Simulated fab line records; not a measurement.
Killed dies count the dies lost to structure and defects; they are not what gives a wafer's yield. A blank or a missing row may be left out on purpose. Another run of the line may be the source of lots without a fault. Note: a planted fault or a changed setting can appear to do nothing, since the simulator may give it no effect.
Matching of chambers	flow n5_finfet	4 sister chambers for N5_DUMMY_GATE_ETCH_44 on rie_si-03
The step etches poly-Si in HBr/O2, stops on SiO2, target depth 127.5 nm. 4 wafers are shown with their chamber, then 7 later ones without.

## WAFERS PAIRED WITH THEIR CHAMBERS
wafer	chamber	throttle_valve_pct (%)
L080.6	1	18.61
L084.5	0	18.52
L086.1	2	18.80
L086.2	3	18.33

## WAFERS WHOSE CHAMBER IS MISSING
wafer	throttle_valve_pct (%)
L086.6	18.32
L089.1	18.32
L089.3	18.82
L089.6	18.32
L095.1	18.82
L095.4	18.62
L095.5	18.63

## CHAMBER TAKEN BY EACH
wafer	from the rows above	in truth
L086.6	3	3
L089.1	3	3
L089.3	2	2
L089.6	3	3
L095.1	2	2
L095.4	1	1
L095.5	1	1
Correct placement for 7 of the 7. Can't be placed from these rows: 0. Number placed wrongly: 0.
How it was worked out, from the rows above alone: a wafer's distance from a chamber is the root of the sum, over the readings, of the square of ((its reading less the chamber's mean) divided by the reading's scatter). If the next closest chamber is less than 2 further off than the closest, the wafer can't be placed; otherwise it belongs to the closest. Each chamber's mean is taken over the wafers shown for it. The scatter: root of mean squared gap, hidden wafer to nearest shown wafer, with one shown wafer a chamber.
